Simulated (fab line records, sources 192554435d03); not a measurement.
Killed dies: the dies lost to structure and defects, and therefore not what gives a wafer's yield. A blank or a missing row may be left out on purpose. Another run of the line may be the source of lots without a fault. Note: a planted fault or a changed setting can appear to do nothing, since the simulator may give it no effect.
What tool caused it? -- flow n5 finfet -- 72 wafers from 24 lots sampled at 6 of the route's 1938 steps

## WHAT EACH GAUGE READ, for each wafer
The record lacks any reading of a measuring or inspecting step that a usual standard deviation could be used to judge.

## WHICH TOOL RAN EACH LOT (tool, then ch and the chambers of the sampled wafers, then the start)
lot,N5_BEOL_M2_ETCH_41,N5_BEOL_M2_PRE_CLEAN_45,N5_BEOL_M2_ANNEAL_82,N5_BEOL_M2_ANNEAL_89,N5_BEOL_M2_ANNEAL_91,N5_BEOL_M2_ANNEAL_95
L074,"rie diel-03 ch 0,3, day 7 01:23 or earlier","pvd sputter-01, day 7 01:23","pvd sputter-02, day 7 02:26","pvd sputter-02, day 7 02:52","pvd sputter-02, day 7 03:05","pvd sputter-02, day 7 03:32"
L075,"rie diel-03 ch 1,2,3, day 7 05:28 or earlier","pvd sputter-02, day 7 05:28","pvd sputter-02, day 7 07:55","pvd sputter-02, day 7 08:21","pvd sputter-02, day 7 08:34","pvd sputter-02, day 7 09:01"
L076,"rie diel-05 ch 0,1,2, day 7 08:22 or earlier","pvd sputter-01, day 7 08:22","pvd sputter-02, day 7 09:50","pvd sputter-02, day 7 10:16","pvd sputter-02, day 7 10:29","pvd sputter-02, day 7 10:56"
L077,"rie diel-03 ch 1,3, day 7 11:34 or earlier","pvd sputter-01, day 7 11:34","pvd sputter-01, day 7 12:40","pvd sputter-01, day 7 13:07","pvd sputter-01, day 7 13:20","pvd sputter-01, day 7 13:46"
L078,"rie diel-04 ch 1,3, day 7 13:34 or earlier","pvd sputter-02, day 7 13:34","pvd sputter-01, day 7 14:49","pvd sputter-01, day 7 15:15","pvd sputter-01, day 7 15:28","pvd sputter-01, day 7 15:55"
L079,"rie diel-04 ch 1,3, day 7 17:16 or earlier","pvd sputter-03, day 7 17:16","pvd sputter-01, day 7 18:32","pvd sputter-01, day 7 18:58","pvd sputter-01, day 7 19:11","pvd sputter-01, day 7 19:38"
L080,"rie diel-03 ch 1,2,3, day 8 02:53 or earlier","pvd sputter-02, day 8 02:53","pvd sputter-02, day 8 04:29","pvd sputter-02, day 8 04:55","pvd sputter-02, day 8 05:08","pvd sputter-02, day 8 05:35"
L081,"rie diel-04 ch 0,1,2, day 8 20:26 or earlier","pvd sputter-02, day 8 20:26","pvd sputter-03, day 8 21:35","pvd sputter-03, day 8 22:02","pvd sputter-03, day 8 22:15","pvd sputter-03, day 8 22:41"
L082,"rie diel-03 ch 0,1,3, day 8 20:52 or earlier","pvd sputter-03, day 8 20:52","pvd sputter-01, day 8 21:57","pvd sputter-01, day 8 22:23","pvd sputter-01, day 8 22:37","pvd sputter-01, day 8 23:03"
L083,"rie diel-03 ch 2,3, day 8 23:32 or earlier","pvd sputter-03, day 8 23:32","pvd sputter-01, day 9 00:42","pvd sputter-01, day 9 01:08","pvd sputter-01, day 9 01:22","pvd sputter-01, day 9 01:48"
L084,"rie diel-05 ch 0,1,3, day 9 00:03 or earlier","pvd sputter-03, day 9 00:03","pvd sputter-03, day 9 01:17","pvd sputter-03, day 9 01:44","pvd sputter-03, day 9 01:57","pvd sputter-03, day 9 02:23"
L085,"rie diel-03 ch 0,1,3, day 9 16:34 or earlier","pvd sputter-02, day 9 16:34","pvd sputter-03, day 9 18:00","pvd sputter-03, day 9 18:26","pvd sputter-03, day 9 18:40","pvd sputter-03, day 9 19:06"
L086,"rie diel-03 ch 1,2,3, day 9 21:30 or earlier","pvd sputter-01, day 9 21:30","pvd sputter-01, day 9 22:42","pvd sputter-01, day 9 23:08","pvd sputter-01, day 9 23:22","pvd sputter-01, day 9 23:48"
L087,"rie diel-03 ch 2,3, day 10 01:58 or earlier","pvd sputter-01, day 10 01:58","pvd sputter-02, day 10 03:04","pvd sputter-02, day 10 03:30","pvd sputter-02, day 10 03:43","pvd sputter-02, day 10 04:10"
L089,"rie diel-05 ch 0,1, day 10 04:58 or earlier","pvd sputter-03, day 10 04:58","pvd sputter-02, day 10 06:16","pvd sputter-02, day 10 06:42","pvd sputter-02, day 10 06:55","pvd sputter-02, day 10 07:22"
L088,"rie diel-05 ch 2,3, day 10 16:06 or earlier","pvd sputter-02, day 10 16:06","pvd sputter-02, day 10 17:08","pvd sputter-02, day 10 17:34","pvd sputter-02, day 10 17:47","pvd sputter-02, day 10 18:14"
L090,"rie diel-04 ch 2,3, day 10 16:10 or earlier","pvd sputter-01, day 10 16:10","pvd sputter-03, day 10 17:22","pvd sputter-03, day 10 17:48","pvd sputter-03, day 10 18:01","pvd sputter-03, day 10 18:28"
L091,"rie diel-03 ch 0,2,3, day 10 22:29 or earlier","pvd sputter-02, day 10 22:29","pvd sputter-01, day 10 23:44","pvd sputter-01, day 11 00:10","pvd sputter-01, day 11 00:23","pvd sputter-01, day 11 00:50"
L092,"rie diel-05 ch 1,2,3, day 11 07:02 or earlier","pvd sputter-02, day 11 07:02","pvd sputter-02, day 11 08:13","pvd sputter-02, day 11 08:40","pvd sputter-02, day 11 08:53","pvd sputter-02, day 11 09:19"
L093,"rie diel-03 ch 1,3, day 11 21:02 or earlier","pvd sputter-01, day 11 21:02","pvd sputter-02, day 11 22:29","pvd sputter-02, day 11 22:56","pvd sputter-02, day 11 23:09","pvd sputter-02, day 11 23:35"
L094,"rie diel-04 ch 0,1, day 12 07:59 or earlier","pvd sputter-02, day 12 07:59","pvd sputter-01, day 12 09:20","pvd sputter-01, day 12 09:46","pvd sputter-01, day 12 09:59","pvd sputter-01, day 12 10:26"
L097,"rie diel-04 ch 0,1,3, day 12 14:44 or earlier","pvd sputter-03, day 12 14:44","pvd sputter-03, day 12 17:40","pvd sputter-03, day 12 18:07","pvd sputter-03, day 12 18:20","pvd sputter-03, day 12 18:46"
L095,"rie diel-05 ch 0,1, day 12 18:52 or earlier","pvd sputter-02, day 12 18:52","pvd sputter-01, day 12 20:08","pvd sputter-01, day 12 20:34","pvd sputter-01, day 12 20:47","pvd sputter-01, day 12 21:14"
L096,"rie diel-03 ch 0,1,2, day 12 19:33 or earlier","pvd sputter-03, day 12 19:33","pvd sputter-01, day 12 21:58","pvd sputter-01, day 12 22:25","pvd sputter-01, day 12 22:38","pvd sputter-01, day 12 23:04"
- N5_BEOL_M2_ETCH_41: etches SiCN in CH3F/O2, target depth 29.9 nm, time 52.5 s.
- N5_BEOL_M2_PRE_CLEAN_45: time 30 s.
- N5_BEOL_M2_ANNEAL_82: time 240 s.
- N5_BEOL_M2_ANNEAL_89: time 240 s.
- N5_BEOL_M2_ANNEAL_91: time 240 s.
- N5_BEOL_M2_ANNEAL_95: time 240 s.

## AS READ BY THE TOOLS THEMSELVES (means over the sampled wafers that have a number; for cases with no such wafer, the mark the record gives instead)
N5_BEOL_M2_ETCH_41.
lot,tool,chamber pressure mTorr (mTorr),drypump motor current A (A),oes product au (a.u.),rf vpp V (V),showerhead plenum p Torr (Torr),throttle valve pct (%)
L074,rie diel-03,29.999,5.4,0.80,296.8,1.99,16.36
L075,rie diel-03,29.998,6.0,0.84,297.7,2.00,16.37
L076,rie diel-05,29.981,5.6,0.69,295.7,1.92,16.27
L077,rie diel-03,29.978,5.9,0.91,296.0,1.97,16.20
L078,rie diel-04,29.990,6.1,0.78,297.0,1.98,16.11
L079,rie diel-04,29.992,6.1,0.77,297.0,1.98,16.11
L080,rie diel-03,29.995,6.0,0.83,296.7,2.00,16.38
L081,rie diel-04,30.015,6.3,0.69,297.5,2.02,16.30
L082,rie diel-03,29.999,5.8,0.82,296.5,1.97,16.25
L083,rie diel-03,29.974,5.6,0.83,296.7,2.00,16.51
L084,rie diel-05,29.959,5.7,0.70,296.7,1.97,16.19
L085,rie diel-03,29.989,5.8,0.81,295.8,1.97,16.28
L086,rie diel-03,30.012,6.0,0.81,297.6,1.99,16.43
L087,rie diel-03,29.998,5.7,0.81,297.1,2.00,16.53
L089,rie diel-05,30.017,5.3,0.69,295.6,1.94,16.23
L088,rie diel-05,29.989,6.0,0.89,299.9,2.10,16.09
L090,rie diel-04,29.995,6.2,0.72,296.5,1.95,16.45
L091,rie diel-03,30.008,5.6,0.75,297.5,2.00,16.57
L092,rie diel-05,29.981,5.7,0.78,298.4,2.05,16.17
L093,rie diel-03,30.020,5.8,0.84,296.8,1.96,16.27
L094,rie diel-04,29.988,6.3,0.86,298.3,2.04,15.91
L097,rie diel-04,29.996,6.3,0.79,297.8,2.00,16.06
L095,rie diel-05,30.028,5.6,0.87,299.3,2.07,15.93
L096,rie diel-03,30.001,5.9,0.83,296.7,1.99,16.34

N5_BEOL_M2_PRE_CLEAN_45.
lot,tool,heater power w (W)
L074,pvd sputter-01,318
L075,pvd sputter-02,325
L076,pvd sputter-01,335
L077,pvd sputter-01,343
L078,pvd sputter-02,307
L079,pvd sputter-03,340
L080,pvd sputter-02,338
L081,pvd sputter-02,304
L082,pvd sputter-03,365
L083,pvd sputter-03,370
L084,pvd sputter-03,357
L085,pvd sputter-02,323
L086,pvd sputter-01,335
L087,pvd sputter-01,341
L089,pvd sputter-03,366
L088,pvd sputter-02,305
L090,pvd sputter-01,328
L091,pvd sputter-02,305
L092,pvd sputter-02,305
L093,pvd sputter-01,324
L094,pvd sputter-02,317
L097,pvd sputter-03,343
L095,pvd sputter-02,316
L096,pvd sputter-03,368

N5_BEOL_M2_ANNEAL_82.
lot,tool,heater power w (W)
L074,pvd sputter-02,799
L075,pvd sputter-02,800
L076,pvd sputter-02,795
L077,pvd sputter-01,843
L078,pvd sputter-01,800
L079,pvd sputter-01,835
L080,pvd sputter-02,833
L081,pvd sputter-03,924
L082,pvd sputter-01,827
L083,pvd sputter-01,837
L084,pvd sputter-03,860
L085,pvd sputter-03,919
L086,pvd sputter-01,832
L087,pvd sputter-02,774
L089,pvd sputter-02,793
L088,pvd sputter-02,791
L090,pvd sputter-03,835
L091,pvd sputter-01,811
L092,pvd sputter-02,752
L093,pvd sputter-02,763
L094,pvd sputter-01,819
L097,pvd sputter-03,857
L095,pvd sputter-01,785
L096,pvd sputter-01,805

N5_BEOL_M2_ANNEAL_89.
lot,tool,heater power w (W)
L074,pvd sputter-02,806
L075,pvd sputter-02,802
L076,pvd sputter-02,806
L077,pvd sputter-01,841
L078,pvd sputter-01,802
L079,pvd sputter-01,818
L080,pvd sputter-02,844
L081,pvd sputter-03,933
L082,pvd sputter-01,830
L083,pvd sputter-01,840
L084,pvd sputter-03,854
L085,pvd sputter-03,934
L086,pvd sputter-01,837
L087,pvd sputter-02,775
L089,pvd sputter-02,810
L088,pvd sputter-02,790
L090,pvd sputter-03,857
L091,pvd sputter-01,801
L092,pvd sputter-02,759
L093,pvd sputter-02,766
L094,pvd sputter-01,816
L097,pvd sputter-03,849
L095,pvd sputter-01,776
L096,pvd sputter-01,807

N5_BEOL_M2_ANNEAL_91.
lot,tool,heater power w (W)
L074,pvd sputter-02,798
L075,pvd sputter-02,805
L076,pvd sputter-02,810
L077,pvd sputter-01,835
L078,pvd sputter-01,807
L079,pvd sputter-01,832
L080,pvd sputter-02,828
L081,pvd sputter-03,927
L082,pvd sputter-01,825
L083,pvd sputter-01,840
L084,pvd sputter-03,861
L085,pvd sputter-03,925
L086,pvd sputter-01,828
L087,pvd sputter-02,771
L089,pvd sputter-02,818
L088,pvd sputter-02,812
L090,pvd sputter-03,844
L091,pvd sputter-01,805
L092,pvd sputter-02,761
L093,pvd sputter-02,764
L094,pvd sputter-01,826
L097,pvd sputter-03,874
L095,pvd sputter-01,784
L096,pvd sputter-01,806

N5_BEOL_M2_ANNEAL_95.
lot,tool,heater power w (W)
L074,pvd sputter-02,804
L075,pvd sputter-02,807
L076,pvd sputter-02,799
L077,pvd sputter-01,840
L078,pvd sputter-01,806
L079,pvd sputter-01,830
L080,pvd sputter-02,845
L081,pvd sputter-03,951
L082,pvd sputter-01,825
L083,pvd sputter-01,844
L084,pvd sputter-03,879
L085,pvd sputter-03,939
L086,pvd sputter-01,844
L087,pvd sputter-02,779
L089,pvd sputter-02,806
L088,pvd sputter-02,808
L090,pvd sputter-03,851
L091,pvd sputter-01,811
L092,pvd sputter-02,745
L093,pvd sputter-02,760
L094,pvd sputter-01,813
L097,pvd sputter-03,860
L095,pvd sputter-01,780
L096,pvd sputter-01,811

## THE ANSWER, worked out from the rows above alone
Rule: the lots themselves supply what counts as usual. The widest of any qualifying gaps counts: lots, ordered by their means at a reading, are off when they make up no more than a third of the lots, leave a main group of 4 or more, and stand apart from it by 3 or more times the standard deviation of that group's means. A main group whose means are all the same, to the digits that the tables above print for the reading, isn't used. A lot without any number at a reading at which 4 lots or more have one is off too. Where the step has rows for the other lots, those lots are counted as sound. After the gauges, taken in route order, come the tools' own readings; for these a lot's mean is taken, as printed above. The first step at which some lot is off is used, and at that step the reading that is off furthest; a lot without a number counts as furthest.
No lot is off on any of the readings shown, so nothing can be concluded from this.

## WHAT HAD BEEN PUT IN BY THE SIMULATOR
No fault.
